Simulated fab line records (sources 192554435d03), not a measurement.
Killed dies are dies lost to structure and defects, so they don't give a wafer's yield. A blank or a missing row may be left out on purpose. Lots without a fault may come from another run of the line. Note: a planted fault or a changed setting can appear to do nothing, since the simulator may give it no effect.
Split-lot trial / flow n5-finfet / 7 lots, 21 wafers read, on a route of 1938 steps

== ABOUT THE SPLIT ==
At N5_BEOL_M14_COAT_04 (resist thk 800 nm), the setting spin-rpm was moved away from the recipe's 1704 rpm on 6 of the 21 wafers read, by -10.6% to +8.1%. This setting was run at the recipe's value on the other wafers.

== THE PATH FROM SPLIT TO READING: the file shows 1 step between them ==
- N5_BEOL_M14_ETCH_59: etches BARC in N2/H2, target depth 89 nm, overetch 26.7 nm, time 67.9 s (also split here: h2-flow-sccm)

== THE READING ==
coat_of_BEOL_M14_COAT_04.thk-nm (the simulator's own value, which no gauge read), in nm, at N5_BEOL_M14_VIA_ETCH_16 (etches SiO2 in C4F8/O2/Ar, target depth 1231.3 nm). No usual value for it is given in the file. Here, 15 wafers ran the recipe; their average is 455.8 nm with a standard deviation of 4.3 nm.

wafer=L081.2; tool, chamber at the split=litho-track-04, 0; spin-rpm as run, rpm=1792; against the recipe=+5.2%; coat_of_BEOL_M14_COAT_04.thk-nm, nm=436; against lot-mates on the recipe=-15.2
wafer=L081.4; tool, chamber at the split=litho-track-04, 0; spin-rpm as run, rpm=1704; against the recipe=recipe; coat_of_BEOL_M14_COAT_04.thk-nm, nm=452.2; against lot-mates on the recipe=-
wafer=L081.5; tool, chamber at the split=litho-track-04, 0; spin-rpm as run, rpm=1704; against the recipe=recipe; coat_of_BEOL_M14_COAT_04.thk-nm, nm=450.2; against lot-mates on the recipe=-
wafer=L083.2; tool, chamber at the split=litho-track-04, 0; spin-rpm as run, rpm=1704; against the recipe=recipe; coat_of_BEOL_M14_COAT_04.thk-nm, nm=451.4; against lot-mates on the recipe=-
wafer=L083.3; tool, chamber at the split=litho-track-04, 0; spin-rpm as run, rpm=1704; against the recipe=recipe; coat_of_BEOL_M14_COAT_04.thk-nm, nm=453.8; against lot-mates on the recipe=-
wafer=L083.6; tool, chamber at the split=litho-track-04, 0; spin-rpm as run, rpm=1704; against the recipe=recipe; coat_of_BEOL_M14_COAT_04.thk-nm, nm=449.2; against lot-mates on the recipe=-
wafer=L082.2; tool, chamber at the split=litho-track-04, 0; spin-rpm as run, rpm=1704; against the recipe=recipe; coat_of_BEOL_M14_COAT_04.thk-nm, nm=457.2; against lot-mates on the recipe=-
wafer=L082.3; tool, chamber at the split=litho-track-04, 0; spin-rpm as run, rpm=1704; against the recipe=recipe; coat_of_BEOL_M14_COAT_04.thk-nm, nm=458.4; against lot-mates on the recipe=-
wafer=L082.5; tool, chamber at the split=litho-track-04, 0; spin-rpm as run, rpm=1704; against the recipe=recipe; coat_of_BEOL_M14_COAT_04.thk-nm, nm=450.4; against lot-mates on the recipe=-
wafer=L086.1; tool, chamber at the split=litho-track-02, 0; spin-rpm as run, rpm=1704; against the recipe=recipe; coat_of_BEOL_M14_COAT_04.thk-nm, nm=458; against lot-mates on the recipe=-
wafer=L086.3; tool, chamber at the split=litho-track-02, 0; spin-rpm as run, rpm=1704; against the recipe=recipe; coat_of_BEOL_M14_COAT_04.thk-nm, nm=457.8; against lot-mates on the recipe=-
wafer=L086.5; tool, chamber at the split=litho-track-02, 0; spin-rpm as run, rpm=1704; against the recipe=recipe; coat_of_BEOL_M14_COAT_04.thk-nm, nm=455.2; against lot-mates on the recipe=-
wafer=L087.1; tool, chamber at the split=litho-track-02, 0; spin-rpm as run, rpm=1704; against the recipe=recipe; coat_of_BEOL_M14_COAT_04.thk-nm, nm=461.2; against lot-mates on the recipe=-
wafer=L087.4; tool, chamber at the split=litho-track-02, 0; spin-rpm as run, rpm=1704; against the recipe=recipe; coat_of_BEOL_M14_COAT_04.thk-nm, nm=462.4; against lot-mates on the recipe=-
wafer=L087.5; tool, chamber at the split=litho-track-02, 0; spin-rpm as run, rpm=1842; against the recipe=+8.1%; coat_of_BEOL_M14_COAT_04.thk-nm, nm=424.6; against lot-mates on the recipe=-37.2
wafer=L092.1; tool, chamber at the split=litho-track-01, 0; spin-rpm as run, rpm=1524; against the recipe=-10.6%; coat_of_BEOL_M14_COAT_04.thk-nm, nm=492.4; against lot-mates on the recipe=no lot-mate on the recipe
wafer=L092.2; tool, chamber at the split=litho-track-01, 0; spin-rpm as run, rpm=1524; against the recipe=-10.6%; coat_of_BEOL_M14_COAT_04.thk-nm, nm=498; against lot-mates on the recipe=no lot-mate on the recipe
wafer=L092.5; tool, chamber at the split=litho-track-01, 0; spin-rpm as run, rpm=1524; against the recipe=-10.6%; coat_of_BEOL_M14_COAT_04.thk-nm, nm=495.6; against lot-mates on the recipe=no lot-mate on the recipe
wafer=L096.1; tool, chamber at the split=litho-track-04, 0; spin-rpm as run, rpm=1704; against the recipe=recipe; coat_of_BEOL_M14_COAT_04.thk-nm, nm=456.4; against lot-mates on the recipe=-
wafer=L096.2; tool, chamber at the split=litho-track-04, 0; spin-rpm as run, rpm=1704; against the recipe=recipe; coat_of_BEOL_M14_COAT_04.thk-nm, nm=462.8; against lot-mates on the recipe=-
wafer=L096.3; tool, chamber at the split=litho-track-04, 0; spin-rpm as run, rpm=1793; against the recipe=+5.2%; coat_of_BEOL_M14_COAT_04.thk-nm, nm=437; against lot-mates on the recipe=-22.6

THE FIT
A straight line over all 21 wafers: coat_of_BEOL_M14_COAT_04.thk-nm changes by -3.76 nm for each +1% of spin-rpm; r = -0.98; the points scatter about the line by 4 nm.
The same after taking each lot's own level away (the mean of its wafers on the recipe; 18 wafers): -4.18 nm for each +1%; r = -0.97; scatter 2.8 nm.
The reading moves by 44 nm for the largest change in spin-rpm, on that fit.
The lots' own levels span 451.20 to 461.80 nm, that is 2.5 times the standard deviation above.
So the slope is not independent of the lot-to-lot level: the two fits are not the same.
Check: for one of the wafers moved furthest among these (+8.1%), held out of the fit, the line's prediction against its lot-mates is -29.5 nm. Against them it came out at -37.2 nm.

== OTHER SPLITS APPLIED TO THESE WAFERS ==
These wafers also went through other splits before the reading. Each is held against what the fit with the lots' levels taken away leaves over:
other split on the same wafers=N5_BEOL_M11_TRENCH_ETCH_37 bias-w; wafers away from the commonest value=9; r with coat_of_BEOL_M14_COAT_04.thk-nm (lot level and that fit taken away)=-0.09
other split on the same wafers=N5_BEOL_M11_ALD_74 ald-cycles; wafers away from the commonest value=6; r with coat_of_BEOL_M14_COAT_04.thk-nm (lot level and that fit taken away)=-0.32
other split on the same wafers=N5_BEOL_M14_ETCH_59 h2-flow-sccm; wafers away from the commonest value=6; r with coat_of_BEOL_M14_COAT_04.thk-nm (lot level and that fit taken away)=+0.18

== THE WHOLE CHAIN: every reading that the file lists as answering this split, in the file's order ==
step=N5_BEOL_M14_COAT_04; what it does=resist thk 800 nm; reading=coat_of_BEOL_M14_COAT_04.thk-nm (the simulator's own value, which no gauge read); change (the file's fit)=-3.87 nm for each +1% of the setting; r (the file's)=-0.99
step=N5_BEOL_M14_VIA_ETCH_16; what it does=etches SiO2 in C4F8/O2/Ar, target depth 1231.3 nm; reading=coat_of_BEOL_M14_COAT_04.thk-nm (the simulator's own value, which no gauge read); change (the file's fit)=-4.16 nm for each +1% of the setting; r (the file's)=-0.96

== FILE'S OWN FIT ==
coat_of_BEOL_M14_COAT_04.thk-nm changes by -4.16 nm for each +1% of spin-rpm, r = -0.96.
